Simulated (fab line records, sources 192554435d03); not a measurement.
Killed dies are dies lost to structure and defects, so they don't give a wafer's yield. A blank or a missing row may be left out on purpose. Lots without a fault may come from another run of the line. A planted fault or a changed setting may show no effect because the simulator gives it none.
Chamber matching | flow n5_finfet | N5_BEOL_M7_CURE_74 on uv_cure-02: 3 sister chambers
The step cures SiCOH lowk, time 240 s. 3 wafers are shown with their chamber, then 12 later ones without.

WAFERS WITH THEIR CHAMBER
wafer  | chamber | wafer_temp_C_max
L076.6 | 0       | 386.4
L080.3 | 2       | 388.0
L086.6 | 1       | 385.7

WAFERS WITHOUT THEIR CHAMBER
wafer  | wafer_temp_C_max
L088.1 | 386.8
L088.2 | 386.6
L088.3 | 387.6
L087.1 | 387.1
L087.2 | 386.2
L087.3 | 386.7
L089.1 | 387.0
L089.3 | 386.8
L089.4 | 386.3
L090.2 | 387.2
L090.3 | 387.2
L090.5 | 387.6

WHICH CHAMBER EACH WENT THROUGH
wafer  | from the rows above          | in truth
L088.1 | can't be placed: 0 or 1 or 2 | 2
L088.2 | can't be placed: 0 or 1      | 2
L088.3 | can't be placed: 2 or 0      | 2
L087.1 | can't be placed: 0 or 2 or 1 | 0
L087.2 | can't be placed: 0 or 1      | 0
L087.3 | can't be placed: 0 or 1      | 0
L089.1 | can't be placed: 0 or 2 or 1 | 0
L089.3 | can't be placed: 0 or 1 or 2 | 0
L089.4 | can't be placed: 0 or 1      | 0
L090.2 | can't be placed: 0 or 2 or 1 | 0
L090.3 | can't be placed: 0 or 2 or 1 | 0
L090.5 | can't be placed: 2 or 0      | 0
Placed correctly: 0 of 12. Can't be placed from these rows: 12 (the true chamber is among the candidates in 11). Placed wrongly: 0.
How it was worked out, from the rows above alone: a wafer's distance from a chamber is the root of the sum, over the readings, of the square of ((its reading less the chamber's mean) divided by the reading's scatter). The wafer belongs to the nearest chamber; if the next one is less than 2 further off, it can't be placed. A chamber's mean is the mean of its shown wafers. The scatter: with one shown wafer a chamber, the root of the mean of the squares of how far each hidden wafer lies from its nearest shown one.
